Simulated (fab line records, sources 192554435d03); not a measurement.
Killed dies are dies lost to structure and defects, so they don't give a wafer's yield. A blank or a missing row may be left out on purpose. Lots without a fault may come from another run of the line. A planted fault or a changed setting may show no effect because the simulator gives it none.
Which tool did it? | flow n5_finfet | 24 lots, 72 wafers sampled, at 3 steps of a route of 1938

WHAT THE GAUGES READ, wafer by wafer
N5_BEOL_M8_THK_MEAS_01. Usual: M8_ILD_THK 154.0 nm, standard deviation 2.1.
lot  | measured     | on            | M8_ILD_THK (nm)   | flag
L074 | day 9 03:32  | film_metro-01 | 152.6 154.0 154.1 |
L075 | day 9 09:04  | film_metro-01 | 153.3 155.8 156.8 |
L076 | day 9 19:11  | film_metro-02 | 153.2 153.8 154.2 |
L077 | day 9 19:28  | film_metro-01 | 154.8 152.5 154.0 |
L078 | day 10 00:11 | film_metro-02 | 152.2 151.8 151.9 |
L079 | day 10 08:16 | film_metro-02 | 152.7 152.3 153.7 |
L080 | day 10 08:52 | film_metro-02 | 151.2 152.0 153.6 |
L082 | day 10 20:55 | film_metro-02 | 152.5 151.3 155.4 |
L081 | day 11 01:46 | film_metro-02 | 154.5 154.6 157.2 |
L083 | day 11 05:50 | film_metro-02 | 153.2 154.7 154.0 |
L084 | day 11 15:23 | film_metro-02 | 152.2 151.9 155.3 |
L086 | day 11 21:49 | film_metro-02 | 153.8 152.3 155.9 |
L085 | day 12 07:35 | film_metro-02 | 152.8 156.1 154.0 |
L087 | day 12 07:41 | film_metro-02 | 153.8 153.0 155.5 |
L088 | day 12 14:16 | film_metro-01 | 156.1 157.3 158.2 |
L089 | day 12 14:17 | film_metro-01 | 153.7 150.9 154.4 |
L090 | day 13 08:40 | film_metro-02 | 156.4 154.1 157.7 |
L091 | day 13 13:49 | film_metro-01 | 154.0 154.0 155.7 |
L092 | day 13 17:38 | film_metro-01 | 156.1 154.8 156.8 |
L093 | day 13 17:55 | film_metro-01 | 153.5 153.8 157.7 |
L094 | day 14 02:28 | film_metro-01 | 151.8 153.0 153.1 |
L095 | day 14 09:29 | film_metro-02 | 151.6 150.4 154.8 |
L097 | day 14 19:05 | film_metro-01 | 156.0 155.6 155.4 |
L096 | day 14 20:19 | film_metro-02 | 153.2 151.2 150.2 |

WHICH TOOL RAN EACH LOT (tool, then ch and the chambers of the sampled wafers, then the start)
lot  | N5_BEOL_M7_SURFACE_TREAT_79  | N5_BEOL_M8_CURE_74
L074 | pvd_sputter-01, day 9 00:59  | uv_cure-01 ch 2, day 9 03:02
L075 | pvd_sputter-01, day 9 07:12  | uv_cure-03 ch 2, day 9 08:38
L076 | pvd_sputter-01, day 9 16:50  | uv_cure-01 ch 2, day 9 18:45
L077 | pvd_sputter-02, day 9 16:52  | uv_cure-03 ch 1, day 9 18:57
L078 | pvd_sputter-01, day 9 22:23  | uv_cure-01 ch 0, day 9 23:45
L079 | pvd_sputter-03, day 10 06:29 | uv_cure-03 ch 2, day 10 07:46
L080 | pvd_sputter-03, day 10 07:03 | uv_cure-03 ch 1, day 10 08:26
L082 | pvd_sputter-03, day 10 18:04 | uv_cure-03 ch 0, day 10 20:29
L081 | pvd_sputter-02, day 10 23:09 | uv_cure-03 ch 1, day 11 01:15
L083 | pvd_sputter-02, day 11 02:41 | uv_cure-03 ch 2, day 11 05:29
L084 | pvd_sputter-03, day 11 13:35 | uv_cure-03 ch 0, day 11 14:53
L086 | pvd_sputter-03, day 11 19:32 | uv_cure-03 ch 1, day 11 21:23
L085 | pvd_sputter-01, day 12 04:39 | uv_cure-02 ch 2, day 12 07:04
L087 | pvd_sputter-01, day 12 04:52 | uv_cure-01 ch 0, day 12 07:25
L088 | pvd_sputter-02, day 12 10:49 | uv_cure-02 ch 2, day 12 12:10
L089 | pvd_sputter-03, day 12 10:53 | uv_cure-01 ch 1, day 12 12:35
L090 | pvd_sputter-02, day 13 06:55 | uv_cure-02 ch 0, day 13 08:23
L091 | pvd_sputter-01, day 13 11:44 | uv_cure-01 ch 2, day 13 13:18
L092 | pvd_sputter-03, day 13 15:47 | uv_cure-02 ch 1, day 13 17:08
L093 | pvd_sputter-02, day 13 16:08 | uv_cure-01 ch 2, day 13 17:24
L094 | pvd_sputter-02, day 14 00:34 | uv_cure-03 ch 2, day 14 02:11
L095 | pvd_sputter-01, day 14 07:09 | uv_cure-02 ch 0, day 14 08:39
L097 | pvd_sputter-03, day 14 16:56 | uv_cure-01 ch 2, day 14 18:44
L096 | pvd_sputter-03, day 14 17:25 | uv_cure-01 ch 1, day 14 19:49
- N5_BEOL_M7_SURFACE_TREAT_79
- N5_BEOL_M8_CURE_74: cures SiCOH lowk, time 240 s.

WHAT THE TOOLS THEMSELVES READ (means of the sampled wafers that have a number; where no wafer has one, the mark that the record gives instead)
N5_BEOL_M7_SURFACE_TREAT_79. Usual: ar_flow_sccm 29.99 sccm, standard deviation 0.091.
lot  | tool           | ar_flow_sccm (sccm) | flag
L074 | pvd_sputter-01 | 30.19               |
L075 | pvd_sputter-01 | 30.04               |
L076 | pvd_sputter-01 | 30.03               |
L077 | pvd_sputter-02 | 30.01               |
L078 | pvd_sputter-01 | 29.95               |
L079 | pvd_sputter-03 | 30.01               |
L080 | pvd_sputter-03 | 29.96               |
L082 | pvd_sputter-03 | 29.98               |
L081 | pvd_sputter-02 | 29.97               |
L083 | pvd_sputter-02 | 29.91               |
L084 | pvd_sputter-03 | 30.05               |
L086 | pvd_sputter-03 | 30.04               |
L085 | pvd_sputter-01 | 30.04               |
L087 | pvd_sputter-01 | 29.94               |
L088 | pvd_sputter-02 | 29.99               |
L089 | pvd_sputter-03 | 29.97               |
L090 | pvd_sputter-02 | 29.93               |
L091 | pvd_sputter-01 | 30.10               |
L092 | pvd_sputter-03 | 29.98               |
L093 | pvd_sputter-02 | 29.89               |
L094 | pvd_sputter-02 | 29.91               |
L095 | pvd_sputter-01 | 29.93               |
L097 | pvd_sputter-03 | 29.90               |
L096 | pvd_sputter-03 | 29.99               |

N5_BEOL_M8_CURE_74. Usual: lamp_power_pct 52.32 %, standard deviation 0.051; wafer_temp_C_max 386.9, standard deviation 0.57.
lot  | tool       | lamp_power_pct (%) | wafer_temp_C_max | flag
L074 | uv_cure-01 | 52.36              | 386.8            |
L075 | uv_cure-03 | 52.35              | 386.8            |
L076 | uv_cure-01 | 52.34              | 386.8            |
L077 | uv_cure-03 | 52.29              | 386.2            |
L078 | uv_cure-01 | 52.33              | 387.1            |
L079 | uv_cure-03 | 52.31              | 386.8            |
L080 | uv_cure-03 | 52.34              | 386.2            |
L082 | uv_cure-03 | 52.35              | 387.1            |
L081 | uv_cure-03 | 52.27              | 386.5            |
L083 | uv_cure-03 | 52.33              | 387.1            |
L084 | uv_cure-03 | 52.33              | 386.0            |
L086 | uv_cure-03 | 52.35              | 386.1            |
L085 | uv_cure-02 | 52.31              | 387.3            |
L087 | uv_cure-01 | 52.29              | 386.9            |
L088 | uv_cure-02 | 52.29              | 387.3            |
L089 | uv_cure-01 | 52.38              | 388.6            |
L090 | uv_cure-02 | 52.34              | 386.5            |
L091 | uv_cure-01 | 52.27              | 387.1            |
L092 | uv_cure-02 | 52.28              | 387.3            |
L093 | uv_cure-01 | 52.33              | 386.8            |
L094 | uv_cure-03 | 52.35              | 386.8            |
L095 | uv_cure-02 | 52.32              | 386.6            |
L097 | uv_cure-01 | 52.32              | 386.9            |
L096 | uv_cure-01 | 52.32              | 387.4            |

THE ANSWER, worked out from the rows above alone
Rule: a lot is off if the mean of its wafers that have a number lies more than 3 standard deviations from the usual mean. A lot without any number at a reading at which 4 lots or more have one is off too. The other lots that the step has rows for count as sound. The gauges are gone through in route order, then the tools' own readings, and for those a lot's mean is taken as printed above. The first step at which some lot is off is used, and at that step the reading that is off furthest; a lot without a number counts as furthest.
No lot is off at any reading shown: from this, nothing can be told.

WHAT THE SIMULATOR HAD PUT IN
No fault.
